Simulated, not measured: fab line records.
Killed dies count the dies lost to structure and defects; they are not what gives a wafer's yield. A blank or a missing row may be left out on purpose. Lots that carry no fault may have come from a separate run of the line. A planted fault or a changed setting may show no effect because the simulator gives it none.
Chamber matching / flow n5Finfet / pecvd-04 running N5_BEOL_M13_DEP_53: 3 sister chambers
The step deposits SiCN from 3MS/NH3, target thk 50 nm, time 17.8 s. 6 wafers are shown with their chamber, then 12 later ones without.

== WAFERS WITH THEIR CHAMBER ==
wafer=L093.1; chamber=1; showerheadPlenumPTorr (Torr)=4.173; throttleValvePct (%)=17.7
wafer=L093.2; chamber=0; showerheadPlenumPTorr (Torr)=4.158; throttleValvePct (%)=19.0
wafer=L093.3; chamber=2; showerheadPlenumPTorr (Torr)=4.137; throttleValvePct (%)=18.9
wafer=L093.4; chamber=1; showerheadPlenumPTorr (Torr)=4.169; throttleValvePct (%)=17.9
wafer=L093.5; chamber=0; showerheadPlenumPTorr (Torr)=4.157; throttleValvePct (%)=18.4
wafer=L093.6; chamber=2; showerheadPlenumPTorr (Torr)=4.148; throttleValvePct (%)=19.0

== WAFERS WITHOUT THEIR CHAMBER ==
wafer=L094.3; showerheadPlenumPTorr (Torr)=4.173; throttleValvePct (%)=17.9
wafer=L094.4; showerheadPlenumPTorr (Torr)=4.174; throttleValvePct (%)=17.8
wafer=L094.6; showerheadPlenumPTorr (Torr)=4.139; throttleValvePct (%)=18.9
wafer=L096.4; showerheadPlenumPTorr (Torr)=4.173; throttleValvePct (%)=17.9
wafer=L096.5; showerheadPlenumPTorr (Torr)=4.172; throttleValvePct (%)=18.2
wafer=L096.6; showerheadPlenumPTorr (Torr)=4.160; throttleValvePct (%)=18.8
wafer=L097.1; showerheadPlenumPTorr (Torr)=4.180; throttleValvePct (%)=18.0
wafer=L097.2; showerheadPlenumPTorr (Torr)=4.141; throttleValvePct (%)=18.9
wafer=L097.3; showerheadPlenumPTorr (Torr)=4.157; throttleValvePct (%)=18.9
wafer=L097.4; showerheadPlenumPTorr (Torr)=4.178; throttleValvePct (%)=17.9
wafer=L097.5; showerheadPlenumPTorr (Torr)=4.140; throttleValvePct (%)=18.9
wafer=L097.6; showerheadPlenumPTorr (Torr)=4.141; throttleValvePct (%)=18.3

== THE CHAMBER EACH PASSED THROUGH ==
wafer=L094.3; from the rows above=1; in truth=1
wafer=L094.4; from the rows above=1; in truth=1
wafer=L094.6; from the rows above=2; in truth=2
wafer=L096.4; from the rows above=1; in truth=1
wafer=L096.5; from the rows above=1; in truth=1
wafer=L096.6; from the rows above=0; in truth=0
wafer=L097.1; from the rows above=1; in truth=1
wafer=L097.2; from the rows above=2; in truth=2
wafer=L097.3; from the rows above=0; in truth=0
wafer=L097.4; from the rows above=1; in truth=1
wafer=L097.5; from the rows above=2; in truth=2
wafer=L097.6; from the rows above=can't be placed: 2 or 0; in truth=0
Correctly placed: 11 of 12. Not placeable from these rows: 1 (in 1, the candidates include the true chamber). Placed wrongly: 0.
How it was worked out, from the rows above alone: a wafer's distance from a chamber is the root of the sum, over the readings, of the square of ((its reading less the chamber's mean) divided by the reading's scatter). If the next closest chamber is less than 2 further off than the closest, the wafer can't be placed; otherwise it belongs to the closest. The mean given for a chamber averages the wafers shown for that chamber. The scatter is the square root of a quotient: the sum, over the shown wafers, of each reading's squared deviation from its chamber's mean, divided by wafers minus chambers.
